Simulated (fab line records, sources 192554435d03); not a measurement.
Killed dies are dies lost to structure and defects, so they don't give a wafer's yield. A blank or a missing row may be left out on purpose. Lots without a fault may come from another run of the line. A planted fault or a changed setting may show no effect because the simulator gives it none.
Problem report in the 8D (eight disciplines) form, filled by code | flow n5_finfet | the parts of the form that need people (team, actions taken, sign-off) are left out

1. THE PROBLEM
power_w at N5_BEOL_M0_STRIP_104 reads a mean of 376.9 W on 6 wafers of 2 lots; wafers without a fault read 450.0 W with a standard deviation of 1.2. That is -61 standard deviations from the usual mean.
The step: strips in N2/H2.
First seen on wafer L109.1, day 8 14:40, on rie_diel-03. The record holds 18 wafers of 6 lots with a number at this step. Rule for "out", or "out of limits": more than 4 standard deviations from the usual mean. The other wafers with a number count as sound.

2. WHAT IT IS AND WHAT IT IS NOT
question                    | is                     | is not
which readings at this step | power_w                | drypump_motor_current_A, oes_product_au, rf_vpp_V, showerhead_plenum_p_Torr, temp_c, throttle_valve_pct
which lots                  | L109, L112             | L101, L102, L110, L117
which wafers of those lots  | all that have a number | -
read on which tools         | rie_diel-03            | rie_diel-02, rie_diel-04
when                        | from day 8 14:40       | up to then (6 sound wafers); but 6 sound wafers of L110, L117 came after

3. SUSPECTS, AND WHAT RULES EACH OUT
Counting: a tool at a process step up to the reading stays a suspect if it ran every lot that is out and no sound lot after the first of them.
- rie_diel-03 at N5_BEOL_M0_STRIP_104 (strips in N2/H2): kept. It ran every lot that is out, first L109 (day 8 14:40), and no sound lot after that; its last sound lot up to then is L102 (day 6 18:01). Its own readings are out on those wafers: power_w.
Left after counting: rie_diel-03 at N5_BEOL_M0_STRIP_104.

4. THE CAUSE (what the simulator had put in)
Process parameter drift: rie_diel-03, from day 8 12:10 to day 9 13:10, at N5_BEOL_M0_STRIP_104. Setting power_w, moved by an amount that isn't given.
Counting left only this tool.

5. THE CHAIN OF EFFECTS, in route order
Each row: a reading whose mean over the struck wafers that have a number lies more than 3 standard deviations from the usual. Only readings for which the record gives a usual standard deviation are gone through. hours: the time from each lot's start at the first step in this table that gives one to its start at this step, as a median over the lots. sigmas: the change in usual standard deviations.
hours | step                 | reading | usual   | on struck wafers | change | sigmas
0     | N5_BEOL_M0_STRIP_104 | power_w | 450.0 W | 376.9            | -73.1  | -61
The process steps in it:
- N5_BEOL_M0_STRIP_104: strips in N2/H2.
Later measuring or inspecting steps at which every struck wafer that the step has a row for has a number for every such reading, and none has moved that far: N5_BEOL_M4_RC_MEAS_101.

6. WHAT WOULD HAVE CAUGHT IT SOONER
In this record the first reading out of limits was taken at day 8 14:40, 2 hours after the fault began at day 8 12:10.
